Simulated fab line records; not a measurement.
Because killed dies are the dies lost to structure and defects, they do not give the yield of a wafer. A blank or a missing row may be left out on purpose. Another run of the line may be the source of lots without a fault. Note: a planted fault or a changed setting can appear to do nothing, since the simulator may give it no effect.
Matching of chambers    flow n5 finfet    4 sister chambers for N5_BEOL_M2_ETCH_70 on rie diel-04
The step etches SOC in N2/H2, target depth 80 nm, overetch 24 nm, time 130 s. 16 wafers are shown with their chamber, then 8 later ones without.

== WAFERS PAIRED WITH THEIR CHAMBERS ==
wafer   chamber  showerhead plenum p Torr (Torr)  throttle valve pct (%)  drypump motor current A (A)
L074.3  1        2.63                             17.66                   5.5
L074.5  2        2.54                             18.32                   5.3
L074.6  1        2.63                             17.67                   5.4
L077.2  1        2.63                             17.67                   5.5
L077.3  2        2.53                             18.34                   5.3
L077.4  2        2.53                             18.33                   5.3
L078.3  2        2.53                             18.33                   5.3
L078.4  0        2.72                             17.87                   5.6
L078.6  1        2.63                             17.68                   5.5
L082.2  0        2.72                             17.89                   5.6
L082.3  2        2.53                             18.36                   5.3
L082.6  0        2.72                             17.90                   5.6
L083.1  3        2.47                             17.25                   6.1
L083.3  2        2.53                             18.35                   5.3
L083.6  2        2.53                             18.35                   5.3
L089.1  2        2.52                             18.38                   5.3

SIGNATURES (averages over the wafers above)
reading                   chamber 0  chamber 1  chamber 2  chamber 3  scatter within a chamber
showerhead plenum p Torr  2.7200     2.6300     2.5300     2.4700     0.00408
throttle valve pct        17.8867    17.6700    18.3450    17.2500    0.0165
drypump motor current A   5.600      5.475      5.300      6.100      0.025
Rule: for each reading, subtract the chamber's mean from the wafer's reading, divide by that reading's scatter and square the result; add these up over the readings and take the root, which gives the wafer's distance from the chamber. If the next closest chamber is less than 2 further off than the closest, the wafer can't be placed; otherwise it belongs to the closest. The scatter: the root of (the sum of the squares of (reading less its chamber's mean) over the shown wafers, divided by (wafers less chambers)).

== WAFERS WITH NO CHAMBER GIVEN ==
wafer   showerhead plenum p Torr (Torr)  throttle valve pct (%)  drypump motor current A (A)
L089.3  2.47                             17.30                   6.0
L089.4  2.47                             17.28                   6.1
L092.2  2.46                             17.30                   6.0
L092.4  2.52                             17.92                   5.3
L092.6  2.62                             17.71                   5.5
L094.1  2.52                             17.91                   5.3
L094.2  2.70                             17.95                   5.6
L094.3  2.62                             17.70                   5.5

== EACH ONE'S CHAMBER ==
wafer   from the rows above  in truth
L089.3  3                    3
L089.4  3                    3
L092.2  3                    3
L092.4  2                    2
L092.6  1                    1
L094.1  2                    2
L094.2  0                    0
L094.3  1                    1
Correct placement for 8 of the 8. Can't be placed from these rows: 0. 0 placed wrongly.
